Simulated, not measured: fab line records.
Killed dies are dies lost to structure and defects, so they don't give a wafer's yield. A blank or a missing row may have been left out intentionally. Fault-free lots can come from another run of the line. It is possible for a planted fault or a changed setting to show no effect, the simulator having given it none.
Chamber matching ; flow n5 finfet ; N5_MOL_CONTACT_COAG_ETCH_106 on rie diel-04: 4 sister chambers
The step etches SOC in N2/H2, target depth 80 nm, overetch 16 nm, time 120 s. 8 wafers are shown with their chamber, then 10 later ones without.

== WAFERS, EACH WITH ITS CHAMBER ==
wafer;chamber;drypump motor current A (A);showerhead plenum p Torr (Torr)
L077.3;2;5.7;2.50
L083.4;2;5.7;2.49
L086.3;0;6.7;2.64
L088.1;3;6.2;2.45
L088.3;1;5.9;2.60
L088.5;0;6.7;2.64
L089.4;1;5.9;2.60
L089.5;3;6.3;2.44

== WAFERS WITHOUT THEIR CHAMBER ==
wafer;drypump motor current A (A);showerhead plenum p Torr (Torr)
L089.6;6.7;2.64
L093.2;5.7;2.49
L093.4;6.2;2.44
L093.5;5.7;2.49
L096.1;5.7;2.48
L096.3;6.7;2.63
L096.4;6.7;2.63
L097.2;6.7;2.63
L097.5;6.2;2.44
L097.6;5.6;2.48

== WHICH CHAMBER EACH WENT THROUGH ==
wafer;from the rows above;in truth
L089.6;0;0
L093.2;2;2
L093.4;3;3
L093.5;2;2
L096.1;2;2
L096.3;0;0
L096.4;0;0
L097.2;0;0
L097.5;3;3
L097.6;2;2
Placed correctly: 10 of 10. Can't be placed from these rows: 0. Placed wrongly: 0.
How it was worked out, from the rows above alone: a wafer's distance from a chamber is the root of the sum, over the readings, of the square of ((its reading less the chamber's mean) divided by the reading's scatter). The wafer belongs to the nearest chamber; if the next one is less than 2 further off, it can't be placed. For every chamber, the mean is computed from those of its wafers that are shown. How the scatter is found: for the shown wafers, subtract from each reading the mean of its chamber, square and add these, divide the total by (wafers less chambers), then take the root.
